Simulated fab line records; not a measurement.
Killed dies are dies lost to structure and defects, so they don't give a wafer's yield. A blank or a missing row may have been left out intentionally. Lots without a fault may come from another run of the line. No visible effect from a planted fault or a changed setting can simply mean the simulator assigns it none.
Chamber matching ; flow n5 finfet ; N5_SD_EPI_P_ETCH_37 on rie diel-06 has 4 sister chambers
The step etches SOC in N2/H2, overetch 108 nm, time 486 s. 14 wafers are shown with their chamber, then 7 later ones without.

== WAFERS PAIRED WITH THEIR CHAMBERS ==
wafer;chamber;drypump motor current A (A);showerhead plenum p Torr (Torr);oes product au (a.u.)
L074.2;2;5.4;2.57;0.71
L074.4;1;5.5;2.52;0.62
L074.5;2;5.4;2.56;0.72
L080.3;2;5.4;2.56;0.70
L080.4;1;5.5;2.51;0.62
L080.6;0;6.1;2.60;0.77
L081.3;2;5.4;2.56;0.71
L081.4;3;5.4;2.70;0.84
L081.6;0;6.1;2.59;0.77
L082.1;1;5.5;2.51;0.62
L082.2;3;5.4;2.70;0.84
L082.3;0;6.0;2.59;0.76
L086.1;3;5.4;2.69;0.82
L086.2;0;6.0;2.59;0.76

SIGNATURES (means of the wafers above)
reading;chamber 0;chamber 1;chamber 2;chamber 3;scatter within a chamber
drypump motor current A;6.050;5.500;5.400;5.400;0.0316
showerhead plenum p Torr;2.5925;2.5133;2.5625;2.6967;0.00532
oes product au;0.7650;0.6200;0.7100;0.8333;0.00753
Rule: a wafer lies at a distance from a chamber equal to the root of the sum of squares, over the readings, of (its reading less the chamber's mean, divided by the reading's scatter). The wafer belongs to the nearest chamber; if the next one is less than 2 further off, it can't be placed. The scatter: the root of (the sum of the squares of (reading less its chamber's mean) over the shown wafers, divided by (wafers less chambers)).

== WAFERS WITH NO CHAMBER GIVEN ==
wafer;drypump motor current A (A);showerhead plenum p Torr (Torr);oes product au (a.u.)
L086.6;5.4;2.55;0.70
L088.2;5.4;2.69;0.80
L088.5;5.4;2.55;0.69
L088.6;6.0;2.59;0.75
L095.1;5.4;2.69;0.79
L095.2;5.4;2.55;0.69
L095.5;5.4;2.69;0.79

== CHAMBER TAKEN BY EACH ==
wafer;from the rows above;in truth
L086.6;2;2
L088.2;3;3
L088.5;2;2
L088.6;0;0
L095.1;3;3
L095.2;2;2
L095.5;3;3
7 of 7 placed correctly. Left unplaced by these rows: 0. Wrongly placed: 0.
